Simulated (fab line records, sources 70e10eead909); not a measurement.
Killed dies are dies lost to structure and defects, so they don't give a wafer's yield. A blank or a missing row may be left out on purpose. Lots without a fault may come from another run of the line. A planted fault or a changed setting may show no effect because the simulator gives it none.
Chamber matching | flow nand_harc | NHARC_A_BONDPAD_CMP_19 on cmp-04: 4 sister chambers
The step polishes, t overpolish 30 s, cu recess touch 16 s, target thk 169.82 nm. 4 wafers are shown with their chamber, then 12 later ones without.

WAFERS WITH THEIR CHAMBER
wafer  | chamber | motor_current_A (A)
L084.4 | 2       | 13.1
L085.3 | 1       | 10.9
L085.5 | 3       | 10.5
L085.6 | 0       | 11.2

WAFERS WITHOUT THEIR CHAMBER
wafer  | motor_current_A (A)
L087.2 | 12.7
L087.3 | 11.1
L087.4 | 11.6
L087.1 | 11.0
L087.5 | 12.0
L087.6 | 11.1
L096.1 | 11.8
L096.2 | 13.3
L096.3 | 10.8
L096.4 | 10.8
L096.5 | 12.4
L096.6 | 12.0

WHICH CHAMBER EACH WENT THROUGH
wafer  | from the rows above               | in truth
L087.2 | 2                                 | 2
L087.3 | can't be placed: 0 or 1 or 3      | 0
L087.4 | can't be placed: 0 or 1 or 3      | 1
L087.1 | can't be placed: 1 or 0 or 3      | 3
L087.5 | can't be placed: 0 or 1 or 2 or 3 | 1
L087.6 | can't be placed: 0 or 1 or 3      | 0
L096.1 | can't be placed: 0 or 1 or 2 or 3 | 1
L096.2 | 2                                 | 2
L096.3 | can't be placed: 1 or 3 or 0      | 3
L096.4 | can't be placed: 1 or 3 or 0      | 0
L096.5 | can't be placed: 2 or 0 or 1      | 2
L096.6 | can't be placed: 0 or 1 or 2 or 3 | 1
Placed correctly: 2 of 12. Can't be placed from these rows: 10 (the true chamber is among the candidates in 10). Placed wrongly: 0.
How it was worked out, from the rows above alone: a wafer's distance from a chamber is the root of the sum, over the readings, of the square of ((its reading less the chamber's mean) divided by the reading's scatter). The wafer belongs to the nearest chamber; if the next one is less than 2 further off, it can't be placed. A chamber's mean is the mean of its shown wafers. The scatter: with one shown wafer a chamber, the root of the mean of the squares of how far each hidden wafer lies from its nearest shown one.
